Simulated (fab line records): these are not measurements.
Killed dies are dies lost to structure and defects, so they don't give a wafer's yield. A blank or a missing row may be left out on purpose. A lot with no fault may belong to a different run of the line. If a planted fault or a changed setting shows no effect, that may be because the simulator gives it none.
fab line records	flow nand_harc	part 1 of 2: steps 1 to 4 of 6
record lots=22	wafers=66	last_day=24
route steps=1159 shown A_CHANNEL_HOLE_D1@471 A_CHANNEL_FILL_D1@500
lots with no fault: from the same line, run without faults
start_h: start of the lot's first displayed wafer, in hours after the record's first day	wait_h: time in hours since the lot's previous step	" identical to the entry in the row above	L1.1+2: several wafers, shown together as one row	- either no value or no given start	* or withheld: withheld	< > ~ a bound
route shown NAME@n: a module of which the file shows steps, and the number in the route of the first	usual: the fault-free wafers' mean and standard deviation	same: alike in all rows	chamber/n: place in a boat	sites: per-site readings	_std_site: how widely they spread, as a standard deviation	_edge_site: mean of outer sites minus mean of inner sites	radius_mm: for every site, how far away it sits from the centre of the wafer	mask NAME#n: copy n	behind: the most recent tool/chamber to have shaped the wafer	hold: what put the lot on hold/how long, in hours/how the hold closed	device: the transistor (n, p or np) that didn't switch	end of line: the tests these same wafers got at the end of their route	step lacking rows: just its recipe	killed: count of dies lost to structure and defects at first sort (not the wafer's yield)	map: the dies of a wafer, with x for killed, . for not killed, _ for no die there
set.NAME: setting as actually run; set.NAME@STEP: the setting as run at that earlier step	model.NAME: the simulator's own value behind a step, which no gauge read
steps of the route over a sample of lots; a table a step, a row a wafer
services: from which hour (start_h, from the record's first day; less than 0 if before it) a tool's chamber was out of use, for how many hours, and why
## steps
# step NHARC_A_CHANNEL_HOLE_D1_ETCH_19
# recipe bias_v=1200	source_w=2500	pressure_mtorr=15	time_s=34.5	ar_flow_sccm=375	c4f8_flow_sccm=28.8	o2_flow_sccm=96.2	temp_c=-20	target_depth_a=*	chemistry=C4F8/O2/Ar
# usual drypump_motor_current_A=5.8/0.57	o2_flow_sccm=96.15/0.26	showerhead_plenum_p_Torr=3.82/0.09	throttle_valve_pct=37.039/0.0087
lot.wafer	tool	chamber	start_h	wait_h	drypump_motor_current_A	o2_flow_sccm	rf_hours_counter_h	showerhead_plenum_p_Torr	throttle_valve_pct
L074.1	har_etch-01	1	188.02	0.1	4.9	95.72	194	3.87	37.031
L074.3	"	1	"	"	4.9	95.63	-	3.87	37.048
L074.4	"	0	"	"	6.3	95.98	-	3.87	37.045
L075.1	har_etch-02	0	189.70	0.1	6.3	95.97	106	3.92	37.028
L075.3	"	1	"	"	5.7	96.04	-	3.70	37.023
L075.6	"	1	"	"	5.7	96.32	-	3.70	37.033
L076.2	har_etch-01	1	192.19	2.3	4.9	96.05	198	3.87	37.043
L076.5	"	0	"	"	6.3	95.97	-	3.87	37.032
L076.6	"	1	"	"	4.9	96.18	-	3.87	37.026
L077.2	har_etch-02	0	193.85	0.2	6.3	96.36	110	3.92	37.034
L077.4	"	0	"	"	6.3	95.99	-	3.92	37.053
L077.3	"	1	"	"	5.8	96.56	-	3.69	37.036
L078.3	har_etch-01	1	196.40	2.1	4.9	96.08	-	3.87	37.041
L078.4	"	0	"	"	6.3	96.27	-	3.87	37.020
L078.6	"	0	"	"	6.3	95.74	-	3.87	37.038
L079.4	har_etch-02	0	202.58	0.1	6.3	96.13	-	3.92	37.034
L079.3	"	1	"	"	5.7	95.51	-	3.69	37.047
L079.5	"	1	"	"	5.7	95.76	-	3.69	37.046
L080.2	har_etch-02	1	211.04	0.1	5.7	95.98	121	3.69	37.042
L080.5	"	0	"	"	6.3	96.91	-	3.91	37.056
L080.6	"	1	"	"	5.7	96.16	-	3.69	37.047
L081.2	har_etch-01	0	218.83	0.1	6.3	96.39	211	3.86	37.037
L081.3	"	1	"	"	4.9	96.93	-	3.86	37.051
L081.4	"	0	"	"	6.3	96.42	-	3.86	37.033
L083.2	har_etch-02	1	230.62	0.1	5.8	96.22	124	3.69	37.048
L083.4	"	1	"	"	5.8	96.09	-	3.69	37.043
L083.6	"	0	"	"	6.3	96.27	-	3.91	37.032
L082.1	har_etch-01	1	230.85	0.1	4.9	96.07	215	3.86	37.045
L082.4	"	0	"	"	6.3	96.03	-	3.86	37.040
L082.6	"	0	"	"	6.3	96.22	-	3.86	37.054
L087.1	har_etch-01	0	257.50	0.1	6.3	96.27	222	3.86	37.026
L087.3	"	1	"	"	4.9	95.70	-	3.85	37.038
L087.5	"	1	"	"	4.9	95.79	-	3.85	37.028
L084.2	har_etch-02	0	258.44	0.1	6.4	96.03	134	3.91	37.040
L084.1	"	1	"	"	5.7	95.88	134	3.68	37.032
L084.3	"	0	"	"	6.3	96.36	-	3.91	37.025
L086.1	har_etch-01	1	261.66	3.0	4.9	95.92	225	3.85	37.044
L086.4	"	0	"	"	6.3	96.10	-	3.85	37.040
L086.3	"	1	"	"	4.9	96.20	-	3.85	37.041
L085.3	har_etch-02	1	262.67	2.4	5.7	95.89	-	3.68	37.047
L085.6	"	0	"	"	6.4	96.15	-	3.90	37.035
L085.5	"	1	"	"	5.8	96.26	-	3.68	37.051
L089.1	har_etch-01	1	270.82	0.1	4.9	96.27	232	3.85	37.053
L089.4	"	1	"	"	4.9	96.11	-	3.85	37.036
L089.5	"	1	"	"	4.9	96.07	-	3.85	37.044
L088.1	har_etch-01	0	276.27	0.1	6.3	96.34	236	3.85	37.044
L088.2	"	1	"	"	4.9	96.09	236	3.85	37.036
L088.3	"	0	"	"	6.3	96.25	-	3.85	37.051
L091.1	har_etch-02	0	276.78	0.1	6.3	96.07	149	3.90	37.032
L091.3	"	0	"	"	6.4	95.54	-	3.90	37.048
L091.6	"	1	"	"	5.7	95.77	-	3.67	37.038
L093.1	har_etch-02	0	289.36	0.1	6.3	96.04	153	3.89	37.039
L093.3	"	1	"	"	5.7	96.17	-	3.67	37.037
L093.6	"	0	"	"	6.3	95.79	-	3.90	37.037
L092.1	har_etch-01	0	289.64	0.1	6.3	96.03	242	3.84	37.028
L092.3	"	1	"	"	4.9	96.78	-	3.84	37.042
L092.6	"	0	"	"	6.3	95.97	-	3.84	37.046
L094.1	har_etch-02	0	293.51	3.8	6.3	96.24	157	3.89	37.042
L094.2	"	1	"	"	5.7	96.33	157	3.67	37.032
L094.4	"	0	"	"	6.3	96.08	-	3.89	37.045
L095.1	har_etch-01	1	301.86	0.1	4.9	96.17	247	3.84	37.035
L095.4	"	1	"	"	4.9	96.18	-	3.84	37.051
L095.5	"	0	"	"	6.3	96.02	-	3.84	37.024
L097.2	har_etch-02	0	308.49	1.3	6.3	96.36	165	3.89	37.029
L097.3	"	1	"	"	5.7	96.08	-	3.66	37.033
L097.6	"	1	"	"	5.7	96.02	-	3.66	37.038
# step NHARC_A_CHANNEL_HOLE_D1_ETCH_20
# recipe bias_v=3000	source_w=withheld	pressure_mtorr=20	time_s=361.9	ar_flow_sccm=375	c4f8_flow_sccm=89.3	o2_flow_sccm=35.7	temp_c=-20	target_depth_a=16000	chemistry=C4F8/O2/Ar
# usual drypump_motor_current_A=5.8/0.57	o2_flow_sccm=35.70/0.11	showerhead_plenum_p_Torr=3.77/0.086	throttle_valve_pct=32.156/0.0097
lot.wafer	tool	chamber	start_h	wait_h	drypump_motor_current_A	o2_flow_sccm	rf_hours_counter_h	showerhead_plenum_p_Torr	throttle_valve_pct
L074.1	har_etch-01	1	188.14	0.1	4.9	35.71	195	3.82	32.161
L074.3	"	1	"	"	4.9	35.65	-	3.82	32.151
L074.4	"	0	"	"	6.3	35.53	-	3.82	32.152
L075.1	har_etch-02	0	189.81	0.1	6.3	35.70	106	3.87	32.141
L075.3	"	1	"	"	5.8	36.05	-	3.65	32.159
L075.6	"	1	"	"	5.7	35.89	-	3.66	32.161
L076.2	har_etch-01	1	192.34	0.1	4.9	35.67	198	3.82	32.142
L076.5	"	0	"	"	6.3	35.66	-	3.82	32.144
L076.6	"	1	"	"	4.9	35.61	-	3.82	32.156
L077.2	har_etch-02	0	193.96	0.1	6.3	35.49	110	3.87	32.157
L077.4	"	0	"	"	6.3	35.60	-	3.87	32.151
L077.3	"	1	"	"	5.7	35.65	-	3.65	32.170
L078.3	har_etch-01	1	196.58	0.2	4.9	35.50	-	3.82	32.148
L078.4	"	0	"	"	6.3	35.73	-	3.82	32.142
L078.6	"	0	"	"	6.3	35.59	-	3.82	32.153
L079.4	har_etch-02	0	202.76	0.2	6.4	35.70	-	3.87	32.149
L079.3	"	1	"	"	5.7	35.63	-	3.65	32.158
L079.5	"	1	"	"	5.8	35.56	-	3.65	32.139
L080.2	har_etch-02	1	211.19	0.1	5.7	35.72	121	3.65	32.147
L080.5	"	0	"	"	6.3	35.80	-	3.86	32.179
L080.6	"	1	"	"	5.8	35.85	-	3.65	32.142
L081.2	har_etch-01	0	218.97	0.1	6.3	35.55	211	3.81	32.158
L081.3	"	1	"	"	4.9	35.80	-	3.81	32.166
L081.4	"	0	"	"	6.3	35.70	-	3.81	32.169
L083.2	har_etch-02	1	230.73	0.1	5.7	35.62	125	3.64	32.151
L083.4	"	1	"	"	5.7	35.71	-	3.65	32.146
L083.6	"	0	"	"	6.3	35.75	-	3.86	32.157
L082.1	har_etch-01	1	230.96	0.1	4.9	35.71	215	3.81	32.145
L082.4	"	0	"	"	6.3	35.71	-	3.81	32.155
L082.6	"	0	"	"	6.3	35.69	-	3.81	32.160
L087.1	har_etch-01	0	257.61	0.1	6.3	35.60	222	3.81	32.156
L087.3	"	1	"	"	4.9	35.79	-	3.81	32.159
L087.5	"	1	"	"	4.9	35.98	-	3.81	32.163
L084.2	har_etch-02	0	258.56	0.1	6.3	35.64	134	3.86	32.147
L084.1	"	1	"	"	5.8	35.62	134	3.64	32.149
L084.3	"	0	"	"	6.3	35.75	-	3.86	32.170
L086.1	har_etch-01	1	261.81	0.1	4.9	35.84	226	3.81	32.150
L086.4	"	0	"	"	6.3	35.66	-	3.81	32.163
L086.3	"	1	"	"	4.9	35.95	-	3.81	32.162
L085.3	har_etch-02	1	262.89	0.2	5.7	35.52	-	3.64	32.172
L085.6	"	0	"	"	6.3	35.60	-	3.85	32.143
L085.5	"	1	"	"	5.7	35.50	-	3.64	32.166
L089.1	har_etch-01	1	270.97	0.1	4.9	35.60	232	3.80	32.144
L089.4	"	1	"	"	4.9	35.54	-	3.80	32.150
L089.5	"	1	"	"	4.9	35.63	-	3.80	32.164
L088.1	har_etch-01	0	276.38	0.1	6.3	35.70	236	3.80	32.158
L088.2	"	1	"	"	4.9	35.72	236	3.80	32.170
L088.3	"	0	"	"	6.3	35.78	-	3.80	32.173
L091.1	har_etch-02	0	276.89	0.1	6.3	35.92	149	3.85	32.152
L091.3	"	0	"	"	6.3	35.92	-	3.85	32.164
L091.6	"	1	"	"	5.8	35.94	-	3.63	32.164
L093.1	har_etch-02	0	289.51	0.1	6.3	35.77	153	3.85	32.145
L093.3	"	1	"	"	5.7	35.81	-	3.63	32.141
L093.6	"	0	"	"	6.3	35.68	-	3.85	32.155
L092.1	har_etch-01	0	289.75	0.1	6.3	35.87	242	3.80	32.159
L092.3	"	1	"	"	4.9	35.60	-	3.80	32.139
L092.6	"	0	"	"	6.3	35.80	-	3.80	32.142
L094.1	har_etch-02	0	293.62	0.1	6.3	35.70	157	3.84	32.147
L094.2	"	1	"	"	5.7	35.58	157	3.63	32.163
L094.4	"	0	"	"	6.3	35.69	-	3.84	32.157
L095.1	har_etch-01	1	302.00	0.1	5.0	35.87	247	3.79	32.172
L095.4	"	1	"	"	4.9	35.60	-	3.79	32.152
L095.5	"	0	"	"	6.3	35.79	-	3.79	32.166
L097.2	har_etch-02	0	308.64	0.1	6.3	35.68	165	3.84	32.165
L097.3	"	1	"	"	5.7	35.63	-	3.62	32.167
L097.6	"	1	"	"	5.8	35.85	-	3.62	32.156
# step NHARC_A_CHANNEL_HOLE_D1_ETCH_21
# recipe bias_v=3000	source_w=withheld	pressure_mtorr=20	time_s=514.3	ar_flow_sccm=375	c4f8_flow_sccm=89.3	o2_flow_sccm=35.7	temp_c=-20	target_depth_a=16000	chemistry=C4F8/O2/Ar
# usual drypump_motor_current_A=5.8/0.57	o2_flow_sccm=35.70/0.11	showerhead_plenum_p_Torr=3.77/0.086	throttle_valve_pct=32.156/0.0085
lot.wafer	tool	chamber	start_h	wait_h	drypump_motor_current_A	o2_flow_sccm	rf_hours_counter_h	showerhead_plenum_p_Torr	throttle_valve_pct
L074.1	har_etch-01	1	188.45	0.3	4.9	35.52	195	3.82	32.139
L074.3	"	1	"	"	4.9	35.57	-	3.82	32.152
L074.4	"	0	"	"	6.3	35.84	-	3.82	32.158
L075.1	har_etch-02	0	190.13	0.3	6.3	35.78	106	3.87	32.162
L075.3	"	1	"	"	5.8	35.64	-	3.65	32.169
L075.6	"	1	"	"	5.8	35.62	-	3.65	32.152
L076.2	har_etch-01	1	192.67	0.3	5.0	35.52	199	3.82	32.169
L076.5	"	0	"	"	6.3	35.54	-	3.82	32.145
L076.6	"	1	"	"	4.9	35.69	-	3.82	32.146
L077.2	har_etch-02	0	194.28	0.3	6.3	35.64	110	3.87	32.154
L077.4	"	0	"	"	6.3	35.72	-	3.87	32.155
L077.3	"	1	"	"	5.7	35.72	-	3.65	32.160
L078.3	har_etch-01	1	196.93	0.3	4.9	35.75	-	3.82	32.152
L078.4	"	0	"	"	6.3	35.59	-	3.82	32.163
L078.6	"	0	"	"	6.3	35.62	-	3.82	32.162
L079.4	har_etch-02	0	203.12	0.3	6.4	35.70	-	3.87	32.163
L079.3	"	1	"	"	5.8	35.71	-	3.65	32.161
L079.5	"	1	"	"	5.7	35.81	-	3.65	32.154
L080.2	har_etch-02	1	211.53	0.3	5.7	35.69	121	3.65	32.183
L080.5	"	0	"	"	6.3	35.62	-	3.86	32.166
L080.6	"	1	"	"	5.7	35.69	-	3.65	32.163
L081.2	har_etch-01	0	219.31	0.3	6.3	35.93	211	3.81	32.156
L081.3	"	1	"	"	4.9	35.51	-	3.81	32.154
L081.4	"	0	"	"	6.3	35.78	-	3.81	32.150
L083.2	har_etch-02	1	231.04	0.3	5.7	35.59	125	3.65	32.153
L083.4	"	1	"	"	5.7	35.55	-	3.65	32.154
L083.6	"	0	"	"	6.3	35.75	-	3.86	32.155
L082.1	har_etch-01	1	231.27	0.3	4.9	35.66	215	3.81	32.163
L082.4	"	0	"	"	6.3	35.84	-	3.81	32.157
L082.6	"	0	"	"	6.3	35.95	-	3.81	32.159
L087.1	har_etch-01	0	257.92	0.3	6.3	35.77	222	3.81	32.145
L087.3	"	1	"	"	4.9	35.64	-	3.81	32.173
L087.5	"	1	"	"	4.9	35.79	-	3.81	32.147
L084.2	har_etch-02	0	258.87	0.3	6.4	35.75	135	3.86	32.153
L084.1	"	1	"	"	5.7	35.72	135	3.64	32.152
L084.3	"	0	"	"	6.4	35.61	-	3.86	32.147
L086.1	har_etch-01	1	262.15	0.3	4.9	35.64	226	3.81	32.158
L086.4	"	0	"	"	6.3	35.61	-	3.81	32.161
L086.3	"	1	"	"	4.9	35.64	-	3.81	32.160
L085.3	har_etch-02	1	263.26	0.3	5.7	35.91	-	3.64	32.151
L085.6	"	0	"	"	6.3	35.85	-	3.85	32.160
L085.5	"	1	"	"	5.8	35.70	-	3.64	32.158
L089.1	har_etch-01	1	271.30	0.3	5.0	35.86	233	3.80	32.142
L089.4	"	1	"	"	4.9	35.83	-	3.80	32.165
L089.5	"	1	"	"	4.9	35.77	-	3.80	32.161
L088.1	har_etch-01	0	276.70	0.3	6.3	35.60	237	3.80	32.143
L088.2	"	1	"	"	4.9	35.68	237	3.80	32.141
L088.3	"	0	"	"	6.3	35.66	-	3.80	32.147
L091.1	har_etch-02	0	277.20	0.3	6.3	35.69	150	3.85	32.141
L091.3	"	0	"	"	6.3	35.81	-	3.85	32.157
L091.6	"	1	"	"	5.8	35.70	-	3.63	32.151
L093.1	har_etch-02	0	289.84	0.3	6.3	35.64	153	3.85	32.156
L093.3	"	1	"	"	5.7	35.63	-	3.63	32.162
L093.6	"	0	"	"	6.3	35.72	-	3.85	32.151
L092.1	har_etch-01	0	290.07	0.3	6.3	35.99	242	3.80	32.159
L092.3	"	1	"	"	4.9	35.51	-	3.80	32.168
L092.6	"	0	"	"	6.3	35.87	-	3.80	32.150
L094.1	har_etch-02	0	293.94	0.3	6.4	35.73	157	3.84	32.149
L094.2	"	1	"	"	5.8	35.70	157	3.63	32.137
L094.4	"	0	"	"	6.4	35.78	-	3.84	32.150
L095.1	har_etch-01	1	302.34	0.3	4.9	35.64	248	3.79	32.156
L095.4	"	1	"	"	4.9	35.59	-	3.79	32.144
L095.5	"	0	"	"	6.3	35.80	-	3.79	32.145
L097.2	har_etch-02	0	308.97	0.3	6.3	35.60	166	3.84	32.159
L097.3	"	1	"	"	5.7	35.67	-	3.62	32.156
L097.6	"	1	"	"	5.7	35.56	-	3.62	32.151
# step NHARC_A_CHANNEL_HOLE_D1_ETCH_22
# recipe bias_v=3000	source_w=withheld	pressure_mtorr=20	time_s=666.7	ar_flow_sccm=375	c4f8_flow_sccm=89.3	o2_flow_sccm=35.7	temp_c=-20	target_depth_a=16000	chemistry=C4F8/O2/Ar
# usual drypump_motor_current_A=5.8/0.57	o2_flow_sccm=35.70/0.11	showerhead_plenum_p_Torr=3.77/0.086	throttle_valve_pct=32.154/0.0084
lot.wafer	tool	chamber	start_h	wait_h	drypump_motor_current_A	o2_flow_sccm	rf_hours_counter_h	showerhead_plenum_p_Torr	throttle_valve_pct
L074.1	har_etch-01	1	188.89	0.4	4.9	35.87	195	3.82	32.151
L074.3	"	1	"	"	4.9	35.57	-	3.82	32.171
L074.4	"	0	"	"	6.3	35.72	-	3.82	32.147
L075.1	har_etch-02	0	190.57	0.4	6.4	35.76	107	3.87	32.155
L075.3	"	1	"	"	5.8	35.72	-	3.66	32.151
L075.6	"	1	"	"	5.7	35.65	-	3.65	32.135
L076.2	har_etch-01	1	193.14	0.4	4.9	35.65	199	3.82	32.163
L076.5	"	0	"	"	6.3	35.67	-	3.82	32.175
L076.6	"	1	"	"	4.9	35.53	-	3.82	32.154
L077.2	har_etch-02	0	194.72	0.4	6.3	35.66	111	3.87	32.145
L077.4	"	0	"	"	6.3	35.74	-	3.87	32.156
L077.3	"	1	"	"	5.7	35.64	-	3.65	32.150
L078.3	har_etch-01	1	197.42	0.4	5.0	35.68	-	3.82	32.149
L078.4	"	0	"	"	6.3	35.60	-	3.82	32.141
L078.6	"	0	"	"	6.3	35.70	-	3.82	32.160
L079.4	har_etch-02	0	203.60	0.4	6.3	35.56	-	3.87	32.141
L079.3	"	1	"	"	5.7	35.71	-	3.65	32.144
L079.5	"	1	"	"	5.7	35.65	-	3.65	32.154
L080.2	har_etch-02	1	211.99	0.4	5.7	35.81	121	3.65	32.172
L080.5	"	0	"	"	6.3	35.66	-	3.86	32.157
L080.6	"	1	"	"	5.7	35.98	-	3.65	32.176
L081.2	har_etch-01	0	219.77	0.4	6.3	35.86	212	3.81	32.164
L081.3	"	1	"	"	4.9	35.63	-	3.81	32.158
L081.4	"	0	"	"	6.3	35.70	-	3.81	32.153
L083.2	har_etch-02	1	231.49	0.4	5.7	35.51	125	3.64	32.143
L083.4	"	1	"	"	5.7	35.58	-	3.64	32.159
L083.6	"	0	"	"	6.3	35.60	-	3.86	32.166
L082.1	har_etch-01	1	231.71	0.4	4.9	35.41	215	3.81	32.162
L082.4	"	0	"	"	6.3	35.36	-	3.81	32.160
L082.6	"	0	"	"	6.3	35.60	-	3.81	32.159
L087.1	har_etch-01	0	258.37	0.4	6.3	35.68	222	3.81	32.141
L087.3	"	1	"	"	4.9	35.71	-	3.81	32.146
L087.5	"	1	"	"	4.9	35.88	-	3.81	32.156
L084.2	har_etch-02	0	259.31	0.4	6.3	35.68	135	3.86	32.153
L084.1	"	1	"	"	5.7	35.75	135	3.64	32.152
L084.3	"	0	"	"	6.3	35.67	-	3.86	32.152
L086.1	har_etch-01	1	262.61	0.4	4.9	35.86	226	3.81	32.160
L086.4	"	0	"	"	6.3	35.65	-	3.81	32.146
L086.3	"	1	"	"	4.9	35.73	-	3.80	32.154
L085.3	har_etch-02	1	263.76	0.4	5.7	35.86	-	3.64	32.145
L085.6	"	0	"	"	6.3	35.73	-	3.85	32.143
L085.5	"	1	"	"	5.7	35.70	-	3.64	32.151
L089.1	har_etch-01	1	271.76	0.4	4.9	35.72	233	3.80	32.156
L089.4	"	1	"	"	4.9	35.90	-	3.80	32.152
L089.5	"	1	"	"	4.9	35.56	-	3.80	32.145
L088.1	har_etch-01	0	277.13	0.4	6.3	35.61	237	3.80	32.158
L088.2	"	1	"	"	4.9	35.79	237	3.80	32.152
L088.3	"	0	"	"	6.3	35.62	-	3.80	32.157
L091.1	har_etch-02	0	277.64	0.4	6.3	35.61	150	3.85	32.152
L091.3	"	0	"	"	6.3	35.63	-	3.85	32.158
L091.6	"	1	"	"	5.7	35.79	-	3.63	32.162
L093.1	har_etch-02	0	290.30	0.4	6.3	35.64	154	3.85	32.144
L093.3	"	1	"	"	5.7	35.69	-	3.63	32.144
L093.6	"	0	"	"	6.4	35.59	-	3.85	32.157
L092.1	har_etch-01	0	290.51	0.4	6.3	35.91	243	3.80	32.144
L092.3	"	1	"	"	4.9	35.94	-	3.80	32.146
L092.6	"	0	"	"	6.3	35.66	-	3.80	32.142
L094.1	har_etch-02	0	294.38	0.4	6.3	35.62	158	3.84	32.136
L094.2	"	1	"	"	5.8	35.80	158	3.63	32.159
L094.4	"	0	"	"	6.3	35.67	-	3.84	32.149
L095.1	har_etch-01	1	302.80	0.4	4.9	35.62	248	3.79	32.156
L095.4	"	1	"	"	4.9	35.65	-	3.79	32.151
L095.5	"	0	"	"	6.3	35.86	-	3.79	32.168
L097.2	har_etch-02	0	309.43	0.4	6.3	35.48	166	3.84	32.139
L097.3	"	1	"	"	5.7	35.90	-	3.62	32.150
L097.6	"	1	"	"	5.7	35.82	-	3.62	32.153
